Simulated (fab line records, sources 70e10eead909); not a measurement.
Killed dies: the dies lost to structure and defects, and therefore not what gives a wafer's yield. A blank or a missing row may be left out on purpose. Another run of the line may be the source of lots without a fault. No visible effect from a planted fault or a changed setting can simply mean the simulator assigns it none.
Which of the tools did it? / flow nand_harc / at 1 step of a route of 1302, 6 lots with 18 wafers sampled

== WHAT THE GAUGES SHOWED, per wafer ==
NHARC_P_BONDPAD_CD_MEAS_13.
lot=L194; measured=day 6 20:19; on=cd_sem-03; cd_nm (nm)=499.1 497.1 500.8
lot=L199; measured=day 9 11:22; on=cd_sem-03; cd_nm (nm)=497.1 502.1 498.4
lot=L208; measured=day 12 18:42; on=cd_sem-03; cd_nm (nm)=494.4 499.4 497.5
lot=L210; measured=day 13 16:52; on=cd_sem-03; cd_nm (nm)=499.3 498.0 497.0
lot=L212; measured=day 14 09:35; on=cd_sem-03; cd_nm (nm)=498.6 495.2 497.8
lot=L215; measured=day 16 06:16; on=cd_sem-03; cd_nm (nm)=496.9 500.0 500.5

== EACH LOT AND THE TOOL THAT RAN IT (in order: tool; ch and the chambers of the sampled wafers; start) ==
The record shows no process step preceding these readings.

== THE ANSWER, worked out from the rows above alone ==
Rule: the usual values come from the lots themselves. The widest of any qualifying gaps counts: lots, ordered by their means at a reading, are off when they make up no more than a third of the lots, leave a main group of 4 or more, and stand apart from it by 3 or more times the standard deviation of that group's means. The tables above print the reading to a certain number of digits; a main group whose means all agree to those digits is not used. A lot without any number at a reading at which 4 lots or more have one is off too. The other lots that the step has rows for count as sound.
No lot is off on any of the readings shown, so nothing can be concluded from this.

== WHAT THE SIMULATOR HAD PUT IN ==
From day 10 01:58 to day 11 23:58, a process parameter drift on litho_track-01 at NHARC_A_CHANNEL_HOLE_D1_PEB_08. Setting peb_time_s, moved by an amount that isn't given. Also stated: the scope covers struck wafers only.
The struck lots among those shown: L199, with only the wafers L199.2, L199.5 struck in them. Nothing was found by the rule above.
